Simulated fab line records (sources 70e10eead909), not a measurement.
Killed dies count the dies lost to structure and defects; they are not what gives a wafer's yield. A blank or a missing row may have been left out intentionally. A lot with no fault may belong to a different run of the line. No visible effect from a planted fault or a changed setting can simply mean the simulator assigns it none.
Matching of chambers | flow nandHarc | NHARC_A_STAIRCASE_ALD_420 on aldHk-01: 4 sister chambers
The step deposits SiO2, target thk 20 nm, pulse time 6 s, ald cycles 200. 4 wafers are shown with their chamber, then 10 later ones without.

== WAFERS PAIRED WITH THEIR CHAMBERS ==
wafer  | chamber | heaterPowerW (W)
L091.1 | 2       | 470
L091.4 | 1       | 453
L096.2 | 0       | 451
L096.3 | 3       | 472

== WAFERS MISSING THEIR CHAMBER ==
wafer  | heaterPowerW (W)
L096.4 | 454
L096.1 | 466
L096.5 | 458
L096.6 | 450
L097.2 | 453
L097.3 | 462
L097.6 | 443
L097.1 | 448
L097.4 | 466
L097.5 | 456

== WHICH CHAMBER EACH WENT THROUGH ==
wafer  | from the rows above               | in truth
L096.4 | can't be placed: 1 or 0           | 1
L096.1 | can't be placed: 2 or 3 or 1      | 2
L096.5 | can't be placed: 1 or 0 or 2 or 3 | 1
L096.6 | can't be placed: 0 or 1           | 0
L097.2 | can't be placed: 1 or 0           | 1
L097.3 | can't be placed: 2 or 1 or 3 or 0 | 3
L097.6 | can't be placed: 0 or 1           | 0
L097.1 | can't be placed: 0 or 1           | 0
L097.4 | can't be placed: 2 or 3 or 1      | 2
L097.5 | can't be placed: 1 or 0           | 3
Placed correctly: 0 of 10. Cannot be placed on the basis of these rows: 10; the candidates contain the true chamber in 9. 0 placed wrongly.
How it was worked out, from the rows above alone: a wafer's distance from a chamber is the root of the sum, over the readings, of the square of ((its reading less the chamber's mean) divided by the reading's scatter). If the next closest chamber is less than 2 further off than the closest, the wafer can't be placed; otherwise it belongs to the closest. The mean given for a chamber averages the wafers shown for that chamber. The scatter (one wafer shown for each chamber): square how far every hidden wafer sits from the nearest shown wafer, average those squares and take the square root.
